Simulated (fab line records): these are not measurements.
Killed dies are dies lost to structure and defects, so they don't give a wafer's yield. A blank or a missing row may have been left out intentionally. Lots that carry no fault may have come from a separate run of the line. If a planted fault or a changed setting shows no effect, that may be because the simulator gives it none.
Which of the tools did it? || flow n5Finfet || Sampling: 10 lots, 27 wafers, 7 of 1938 route steps

## WHAT THE GAUGES SHOWED, per wafer
N5_BEOL_M12_OCD_MEAS_35.
{"lot": "L424", "measured": "day 10 04:00", "on": "ocd-02", "trenchDepthNm (nm)": "303 315 316"}
{"lot": "L425", "measured": "day 10 15:58", "on": "ocd-01", "trenchDepthNm (nm)": "328 315 322"}
{"lot": "L427", "measured": "day 10 21:55", "on": "ocd-02", "trenchDepthNm (nm)": "326 319 319"}
{"lot": "L426", "measured": "day 11 04:09", "on": "ocd-02", "trenchDepthNm (nm)": "322 321 307"}
{"lot": "L430", "measured": "day 11 11:30", "on": "ocd-01", "trenchDepthNm (nm)": "318 303 302"}
{"lot": "L431", "measured": "day 12 14:28", "on": "ocd-02", "trenchDepthNm (nm)": "327 303 304"}
{"lot": "L434", "measured": "day 12 22:34", "on": "ocd-01", "trenchDepthNm (nm)": "316 323 322"}
{"lot": "L439", "measured": "day 13 21:49", "on": "ocd-01", "trenchDepthNm (nm)": "316 486"}
{"lot": "L438", "measured": "day 14 07:25", "on": "ocd-01", "trenchDepthNm (nm)": "319 490"}
{"lot": "L444", "measured": "day 15 12:52", "on": "ocd-01", "trenchDepthNm (nm)": "485 495"}

N5_BEOL_M12_THK_MEAS_50: measures by xrf.
{"lot": "L424", "measured": "day 10 08:04", "on": "filmMetro-01", "M12_THK (nm)": "309 324 323"}
{"lot": "L425", "measured": "day 10 18:55", "on": "filmMetro-01", "M12_THK (nm)": "333 319 331"}
{"lot": "L427", "measured": "day 11 01:17", "on": "filmMetro-01", "M12_THK (nm)": "331 325 322"}
{"lot": "L426", "measured": "day 11 08:52", "on": "filmMetro-01", "M12_THK (nm)": "328 326 306"}
{"lot": "L430", "measured": "day 11 16:41", "on": "filmMetro-01", "M12_THK (nm)": "327 309 310"}
{"lot": "L431", "measured": "day 12 17:02", "on": "filmMetro-01", "M12_THK (nm)": "333 307 310"}
{"lot": "L434", "measured": "day 13 00:59", "on": "filmMetro-01", "M12_THK (nm)": "321 334 329"}
{"lot": "L439", "measured": "day 14 00:37", "on": "filmMetro-01", "M12_THK (nm)": "321 490"}
{"lot": "L438", "measured": "day 14 12:05", "on": "filmMetro-01", "M12_THK (nm)": "322 495"}
{"lot": "L444", "measured": "day 15 15:56", "on": "filmMetro-01", "M12_THK (nm)": "491 506"}

N5_BEOL_M12_RS_MEAS_54: measurement is done with a four-point probe.
{"lot": "L424", "measured": "day 10 08:11", "on": "filmMetro-01", "M12_RS (ohm/sq)": "0.0632 0.0602 0.0605"}
{"lot": "L425", "measured": "day 10 19:03", "on": "filmMetro-01", "M12_RS (ohm/sq)": "0.0580 0.0610 0.0586"}
{"lot": "L427", "measured": "day 11 01:41", "on": "filmMetro-01", "M12_RS (ohm/sq)": "0.0585 0.0597 0.0602"}
{"lot": "L426", "measured": "day 11 08:59", "on": "filmMetro-01", "M12_RS (ohm/sq)": "0.0589 0.0590 0.0630"}
{"lot": "L430", "measured": "day 11 16:48", "on": "filmMetro-01", "M12_RS (ohm/sq)": "0.0599 0.0635 0.0631"}
{"lot": "L431", "measured": "day 12 17:10", "on": "filmMetro-01", "M12_RS (ohm/sq)": "0.0576 0.0630 0.0621"}
{"lot": "L434", "measured": "day 13 01:07", "on": "filmMetro-01", "M12_RS (ohm/sq)": "0.0606 0.0586 0.0590"}
{"lot": "L439", "measured": "day 14 00:45", "on": "filmMetro-01", "M12_RS (ohm/sq)": "0.0599 0.0389"}
{"lot": "L438", "measured": "day 14 12:13", "on": "filmMetro-01", "M12_RS (ohm/sq)": "0.0603 0.0385"}
{"lot": "L444", "measured": "day 15 16:05", "on": "filmMetro-01", "M12_RS (ohm/sq)": "0.0391 0.0379"}

## EACH LOT AND THE TOOL THAT RAN IT (in order: tool; ch and the chambers of the sampled wafers; start)
{"lot": "L424", "N5_BEOL_M12_VIA_ETCH_16": "rieDiel-05 ch 0,1,3, day 10 02:32", "N5_BEOL_M12_TRENCH_ETCH_34": "rieDiel-04 ch 0,1,3, day 10 03:50", "N5_BEOL_M12_PRE_CLEAN_42": "pvdSputter-03, day 10 06:59", "N5_BEOL_M12_SPUTTER_45": "pvdSputter-03, day 10 07:11"}
{"lot": "L425", "N5_BEOL_M12_VIA_ETCH_16": "rieDiel-04 ch 0,2, day 10 14:07", "N5_BEOL_M12_TRENCH_ETCH_34": "rieDiel-01 ch 0,1,2, day 10 15:49", "N5_BEOL_M12_PRE_CLEAN_42": "pvdSputter-03, day 10 17:36", "N5_BEOL_M12_SPUTTER_45": "pvdSputter-03, day 10 17:48"}
{"lot": "L427", "N5_BEOL_M12_VIA_ETCH_16": "rieDiel-01 ch 0,1,2, day 10 20:25", "N5_BEOL_M12_TRENCH_ETCH_34": "rieDiel-01 ch 0,3, day 10 21:46", "N5_BEOL_M12_PRE_CLEAN_42": "pvdSputter-02, day 11 00:06", "N5_BEOL_M12_SPUTTER_45": "pvdSputter-02, day 11 00:18"}
{"lot": "L426", "N5_BEOL_M12_VIA_ETCH_16": "rieDiel-01 ch 1,2,3, day 11 02:28", "N5_BEOL_M12_TRENCH_ETCH_34": "rieDiel-04 ch 0,2,3, day 11 04:00", "N5_BEOL_M12_PRE_CLEAN_42": "pvdSputter-02, day 11 07:49", "N5_BEOL_M12_SPUTTER_45": "pvdSputter-02, day 11 08:01"}
{"lot": "L430", "N5_BEOL_M12_VIA_ETCH_16": "rieDiel-04 ch 1,2, day 11 10:07", "N5_BEOL_M12_TRENCH_ETCH_34": "rieDiel-05 ch 1,3, day 11 11:21", "N5_BEOL_M12_PRE_CLEAN_42": "pvdSputter-02, day 11 15:37", "N5_BEOL_M12_SPUTTER_45": "pvdSputter-02, day 11 15:49"}
{"lot": "L431", "N5_BEOL_M12_VIA_ETCH_16": "rieDiel-01 ch 1,2, day 12 12:56", "N5_BEOL_M12_TRENCH_ETCH_34": "rieDiel-05 ch 1,2, day 12 14:19", "N5_BEOL_M12_PRE_CLEAN_42": "pvdSputter-01, day 12 15:59", "N5_BEOL_M12_SPUTTER_45": "pvdSputter-01, day 12 16:11"}
{"lot": "L434", "N5_BEOL_M12_VIA_ETCH_16": "rieDiel-01 ch 1,2,3, day 12 21:00", "N5_BEOL_M12_TRENCH_ETCH_34": "rieDiel-01 ch 0,1, day 12 22:25", "N5_BEOL_M12_PRE_CLEAN_42": "pvdSputter-03, day 12 23:56", "N5_BEOL_M12_SPUTTER_45": "pvdSputter-03, day 13 00:08"}
{"lot": "L439", "N5_BEOL_M12_VIA_ETCH_16": "rieDiel-04 ch 0,2, day 13 20:29", "N5_BEOL_M12_TRENCH_ETCH_34": "rieDiel-04 ch 0,1, day 13 21:40", "N5_BEOL_M12_PRE_CLEAN_42": "pvdSputter-03, day 13 23:17", "N5_BEOL_M12_SPUTTER_45": "pvdSputter-03, day 13 23:29"}
{"lot": "L438", "N5_BEOL_M12_VIA_ETCH_16": "rieDiel-04 ch 1,2, day 14 05:22", "N5_BEOL_M12_TRENCH_ETCH_34": "rieDiel-04 ch 1,2, day 14 07:15", "N5_BEOL_M12_PRE_CLEAN_42": "pvdSputter-01, day 14 10:32", "N5_BEOL_M12_SPUTTER_45": "pvdSputter-01, day 14 10:44"}
{"lot": "L444", "N5_BEOL_M12_VIA_ETCH_16": "rieDiel-04 ch 0,3, day 15 11:23", "N5_BEOL_M12_TRENCH_ETCH_34": "rieDiel-04 ch 0,3, day 15 12:42", "N5_BEOL_M12_PRE_CLEAN_42": "pvdSputter-02, day 15 14:21", "N5_BEOL_M12_SPUTTER_45": "pvdSputter-02, day 15 14:33"}
- N5_BEOL_M12_VIA_ETCH_16: etches SiOC in C4F8/O2/Ar, target depth 724.8 nm.
- N5_BEOL_M12_TRENCH_ETCH_34: etches SiOC in C4F8/O2/Ar, target depth 318.95 nm, time 125.5 s.
- N5_BEOL_M12_PRE_CLEAN_42: time 30 s.
- N5_BEOL_M12_SPUTTER_45: material Cu, target thk 80 nm, time 13.33 s.

## AS READ BY THE TOOLS THEMSELVES (means over the sampled wafers that have a number; for cases with no such wafer, the mark the record gives instead)
N5_BEOL_M12_VIA_ETCH_16.
{"lot": "L424", "tool": "rieDiel-05", "O2_flow_sccm (sccm)": 7.996, "drypumpMotorCurrentA (A)": 5.8, "heOuterTorr (Torr)": 30.02, "oesProductAu (a.u.)": 0.70, "rfFwdPowerW (W)": 2990, "rfVppV (V)": 662, "showerheadPlenumPTorr (Torr)": 3.30, "throttleValvePct (%)": 24.1}
{"lot": "L425", "tool": "rieDiel-04", "O2_flow_sccm (sccm)": 8.017, "drypumpMotorCurrentA (A)": 5.4, "heOuterTorr (Torr)": 30.01, "oesProductAu (a.u.)": 0.79, "rfFwdPowerW (W)": 2994, "rfVppV (V)": 663, "showerheadPlenumPTorr (Torr)": 3.32, "throttleValvePct (%)": 24.2}
{"lot": "L427", "tool": "rieDiel-01", "O2_flow_sccm (sccm)": 8.019, "drypumpMotorCurrentA (A)": 5.3, "heOuterTorr (Torr)": 29.95, "oesProductAu (a.u.)": 0.77, "rfFwdPowerW (W)": 2988, "rfVppV (V)": 665, "showerheadPlenumPTorr (Torr)": 3.41, "throttleValvePct (%)": 24.2}
{"lot": "L426", "tool": "rieDiel-01", "O2_flow_sccm (sccm)": 8.001, "drypumpMotorCurrentA (A)": 5.3, "heOuterTorr (Torr)": 29.93, "oesProductAu (a.u.)": 0.78, "rfFwdPowerW (W)": 3000, "rfVppV (V)": 666, "showerheadPlenumPTorr (Torr)": 3.39, "throttleValvePct (%)": 24.0}
{"lot": "L430", "tool": "rieDiel-04", "O2_flow_sccm (sccm)": 7.994, "drypumpMotorCurrentA (A)": 5.3, "heOuterTorr (Torr)": 29.99, "oesProductAu (a.u.)": 0.69, "rfFwdPowerW (W)": 3002, "rfVppV (V)": 664, "showerheadPlenumPTorr (Torr)": 3.35, "throttleValvePct (%)": 23.9}
{"lot": "L431", "tool": "rieDiel-01", "O2_flow_sccm (sccm)": 8.003, "drypumpMotorCurrentA (A)": 5.2, "heOuterTorr (Torr)": 30.01, "oesProductAu (a.u.)": 0.70, "rfFwdPowerW (W)": 2971, "rfVppV (V)": 667, "showerheadPlenumPTorr (Torr)": 3.45, "throttleValvePct (%)": 24.2}
{"lot": "L434", "tool": "rieDiel-01", "O2_flow_sccm (sccm)": 7.984, "drypumpMotorCurrentA (A)": 5.3, "heOuterTorr (Torr)": 29.97, "oesProductAu (a.u.)": 0.76, "rfFwdPowerW (W)": 2989, "rfVppV (V)": 665, "showerheadPlenumPTorr (Torr)": 3.38, "throttleValvePct (%)": 24.0}
{"lot": "L439", "tool": "rieDiel-04", "O2_flow_sccm (sccm)": 7.969, "drypumpMotorCurrentA (A)": 5.3, "heOuterTorr (Torr)": 29.93, "oesProductAu (a.u.)": 0.71, "rfFwdPowerW (W)": 2986, "rfVppV (V)": 662, "showerheadPlenumPTorr (Torr)": 3.29, "throttleValvePct (%)": 24.1}
{"lot": "L438", "tool": "rieDiel-04", "O2_flow_sccm (sccm)": 8.008, "drypumpMotorCurrentA (A)": 5.3, "heOuterTorr (Torr)": 30.02, "oesProductAu (a.u.)": 0.69, "rfFwdPowerW (W)": 2990, "rfVppV (V)": 665, "showerheadPlenumPTorr (Torr)": 3.40, "throttleValvePct (%)": 23.9}
{"lot": "L444", "tool": "rieDiel-04", "O2_flow_sccm (sccm)": 8.012, "drypumpMotorCurrentA (A)": 5.2, "heOuterTorr (Torr)": 29.97, "oesProductAu (a.u.)": 0.81, "rfFwdPowerW (W)": 2996, "rfVppV (V)": 666, "showerheadPlenumPTorr (Torr)": 3.43, "throttleValvePct (%)": 24.4}

N5_BEOL_M12_TRENCH_ETCH_34.
{"lot": "L424", "tool": "rieDiel-04", "O2_flow_sccm (sccm)": 7.993, "drypumpMotorCurrentA (A)": 5.2, "heOuterTorr (Torr)": 30.01, "oesProductAu (a.u.)": 0.85, "rfFwdPowerW (W)": 2989, "rfVppV (V)": 667, "showerheadPlenumPTorr (Torr)": 3.49, "throttleValvePct (%)": 24.2}
{"lot": "L425", "tool": "rieDiel-01", "O2_flow_sccm (sccm)": 7.986, "drypumpMotorCurrentA (A)": 5.3, "heOuterTorr (Torr)": 29.98, "oesProductAu (a.u.)": 0.86, "rfFwdPowerW (W)": 2983, "rfVppV (V)": 665, "showerheadPlenumPTorr (Torr)": 3.41, "throttleValvePct (%)": 24.2}
{"lot": "L427", "tool": "rieDiel-01", "O2_flow_sccm (sccm)": 7.995, "drypumpMotorCurrentA (A)": 4.9, "heOuterTorr (Torr)": 30.00, "oesProductAu (a.u.)": 0.90, "rfFwdPowerW (W)": 2981, "rfVppV (V)": 663, "showerheadPlenumPTorr (Torr)": 3.35, "throttleValvePct (%)": 24.0}
{"lot": "L426", "tool": "rieDiel-04", "O2_flow_sccm (sccm)": 8.000, "drypumpMotorCurrentA (A)": 5.2, "heOuterTorr (Torr)": 30.01, "oesProductAu (a.u.)": 0.77, "rfFwdPowerW (W)": 2987, "rfVppV (V)": 665, "showerheadPlenumPTorr (Torr)": 3.38, "throttleValvePct (%)": 24.3}
{"lot": "L430", "tool": "rieDiel-05", "O2_flow_sccm (sccm)": 7.986, "drypumpMotorCurrentA (A)": 5.9, "heOuterTorr (Torr)": 30.01, "oesProductAu (a.u.)": 0.71, "rfFwdPowerW (W)": 2997, "rfVppV (V)": 661, "showerheadPlenumPTorr (Torr)": 3.28, "throttleValvePct (%)": 24.4}
{"lot": "L431", "tool": "rieDiel-05", "O2_flow_sccm (sccm)": 7.980, "drypumpMotorCurrentA (A)": 6.1, "heOuterTorr (Torr)": 29.98, "oesProductAu (a.u.)": 0.74, "rfFwdPowerW (W)": 2997, "rfVppV (V)": 662, "showerheadPlenumPTorr (Torr)": 3.34, "throttleValvePct (%)": 24.2}
{"lot": "L434", "tool": "rieDiel-01", "O2_flow_sccm (sccm)": 8.015, "drypumpMotorCurrentA (A)": 4.8, "heOuterTorr (Torr)": 29.99, "oesProductAu (a.u.)": 0.81, "rfFwdPowerW (W)": 2981, "rfVppV (V)": 664, "showerheadPlenumPTorr (Torr)": 3.41, "throttleValvePct (%)": 24.3}
{"lot": "L439", "tool": "rieDiel-04", "O2_flow_sccm (sccm)": 8.015, "drypumpMotorCurrentA (A)": 5.3, "heOuterTorr (Torr)": 29.98, "oesProductAu (a.u.)": 1.01, "rfFwdPowerW (W)": 2994, "rfVppV (V)": 666, "showerheadPlenumPTorr (Torr)": 3.46, "throttleValvePct (%)": 24.1}
{"lot": "L438", "tool": "rieDiel-04", "O2_flow_sccm (sccm)": 8.005, "drypumpMotorCurrentA (A)": 5.3, "heOuterTorr (Torr)": 29.93, "oesProductAu (a.u.)": 0.90, "rfFwdPowerW (W)": 2978, "rfVppV (V)": 666, "showerheadPlenumPTorr (Torr)": 3.40, "throttleValvePct (%)": 23.9}
{"lot": "L444", "tool": "rieDiel-04", "O2_flow_sccm (sccm)": 8.021, "drypumpMotorCurrentA (A)": 5.2, "heOuterTorr (Torr)": 30.09, "oesProductAu (a.u.)": 1.19, "rfFwdPowerW (W)": 2988, "rfVppV (V)": 666, "showerheadPlenumPTorr (Torr)": 3.43, "throttleValvePct (%)": 24.4}

N5_BEOL_M12_PRE_CLEAN_42.
{"lot": "L424", "tool": "pvdSputter-03", "heaterPowerW (W)": 310}
{"lot": "L425", "tool": "pvdSputter-03", "heaterPowerW (W)": 309}
{"lot": "L427", "tool": "pvdSputter-02", "heaterPowerW (W)": 339}
{"lot": "L426", "tool": "pvdSputter-02", "heaterPowerW (W)": 309}
{"lot": "L430", "tool": "pvdSputter-02", "heaterPowerW (W)": 335}
{"lot": "L431", "tool": "pvdSputter-01", "heaterPowerW (W)": 332}
{"lot": "L434", "tool": "pvdSputter-03", "heaterPowerW (W)": 311}
{"lot": "L439", "tool": "pvdSputter-03", "heaterPowerW (W)": 321}
{"lot": "L438", "tool": "pvdSputter-01", "heaterPowerW (W)": 372}
{"lot": "L444", "tool": "pvdSputter-02", "heaterPowerW (W)": 296}

N5_BEOL_M12_SPUTTER_45.
{"lot": "L424", "tool": "pvdSputter-03", "throttleValvePct (%)": 30.0}
{"lot": "L425", "tool": "pvdSputter-03", "throttleValvePct (%)": 29.5}
{"lot": "L427", "tool": "pvdSputter-02", "throttleValvePct (%)": 30.6}
{"lot": "L426", "tool": "pvdSputter-02", "throttleValvePct (%)": 31.0}
{"lot": "L430", "tool": "pvdSputter-02", "throttleValvePct (%)": 30.7}
{"lot": "L431", "tool": "pvdSputter-01", "throttleValvePct (%)": 29.2}
{"lot": "L434", "tool": "pvdSputter-03", "throttleValvePct (%)": 29.9}
{"lot": "L439", "tool": "pvdSputter-03", "throttleValvePct (%)": 29.3}
{"lot": "L438", "tool": "pvdSputter-01", "throttleValvePct (%)": 30.1}
{"lot": "L444", "tool": "pvdSputter-02", "throttleValvePct (%)": 30.7}

## THE ANSWER, worked out from the rows above alone
Rule: usual is defined by the lots themselves. Put in order of their means at a reading, lots are off if they are a third of the lots or fewer, leave a main group of 4 or more, and stand apart from it by a gap of 3 or more times the standard deviation of the main group's means; of several such gaps the widest counts. The tables above print the reading to a certain number of digits; a main group whose means all agree to those digits is not used. A lot without any number at a reading at which 4 lots or more have one is off too. Any other lot the step has rows for is counted as sound. After the gauges, taken in route order, come the tools' own readings; for these a lot's mean is taken, as printed above. The first step at which some lot is off is used, and at that step the reading that is off furthest; a lot without a number counts as furthest.
Off at N5_BEOL_M12_OCD_MEAS_35 (trenchDepthNm): L439, L438, L444. For the main group the mean is 316 nm and the standard deviation 5.2.
If a tool, at a process step before that reading, ran all the lots that are off and no sound lot after the first of them, it fits. Not tried: the gauges at N5_BEOL_M12_OCD_MEAS_35; whatever is off there is also off at N5_BEOL_M12_THK_MEAS_50, on other tools, and gauge error can't account for it. One fits: rieDiel-04 at N5_BEOL_M12_VIA_ETCH_16 and N5_BEOL_M12_TRENCH_ETCH_34. At N5_BEOL_M12_VIA_ETCH_16 its last sound lot is L430 (day 11 10:07), its first lot that is off L439 (day 13 20:29): a fault that began between those two fits.

## WHAT THE SIMULATOR HAD INSERTED
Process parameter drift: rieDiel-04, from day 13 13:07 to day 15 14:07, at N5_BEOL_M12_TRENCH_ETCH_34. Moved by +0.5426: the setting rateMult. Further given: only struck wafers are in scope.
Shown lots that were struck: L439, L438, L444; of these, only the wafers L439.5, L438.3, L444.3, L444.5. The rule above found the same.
